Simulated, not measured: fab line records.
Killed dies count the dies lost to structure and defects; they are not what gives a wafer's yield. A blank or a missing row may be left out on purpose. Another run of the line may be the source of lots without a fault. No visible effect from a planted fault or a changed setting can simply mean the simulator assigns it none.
Chamber matching + flow n5_finfet + rie_si-01 running N5_SDB_CUT_ETCH_26: 4 sister chambers
The step etches Si in HBr/Cl2/O2, target depth 129.6 nm, bt time 20 s, time 51.8 s. 4 wafers are shown with their chamber, then 7 later ones without.

## EACH WAFER AND ITS CHAMBER
| wafer  | chamber | drypump_motor_current_A (A) |
|--------|---------|-----------------------------|
| L078.1 | 0       | 6.2                         |
| L093.6 | 1       | 5.7                         |
| L094.1 | 2       | 5.3                         |
| L094.2 | 3       | 4.7                         |

## WAFERS WITH NO CHAMBER GIVEN
| wafer  | drypump_motor_current_A (A) |
|--------|-----------------------------|
| L094.3 | 5.7                         |
| L095.2 | 4.7                         |
| L095.3 | 6.1                         |
| L095.6 | 4.7                         |
| L097.1 | 6.2                         |
| L097.3 | 4.7                         |
| L097.6 | 4.7                         |

## WHICH CHAMBER EACH ONE RAN IN
| wafer  | from the rows above | in truth |
|--------|---------------------|----------|
| L094.3 | 1                   | 1        |
| L095.2 | 3                   | 3        |
| L095.3 | 0                   | 0        |
| L095.6 | 3                   | 3        |
| L097.1 | 0                   | 0        |
| L097.3 | 3                   | 3        |
| L097.6 | 3                   | 3        |
Placed correctly: 7 of 7. Left unplaced by these rows: 0. 0 placed wrongly.
How it was worked out, from the rows above alone: a wafer's distance from a chamber is the root of the sum, over the readings, of the square of ((its reading less the chamber's mean) divided by the reading's scatter). If the next closest chamber is less than 2 further off than the closest, the wafer can't be placed; otherwise it belongs to the closest. For every chamber, the mean is computed from those of its wafers that are shown. The scatter (one wafer shown for each chamber): square how far every hidden wafer sits from the nearest shown wafer, average those squares and take the square root.
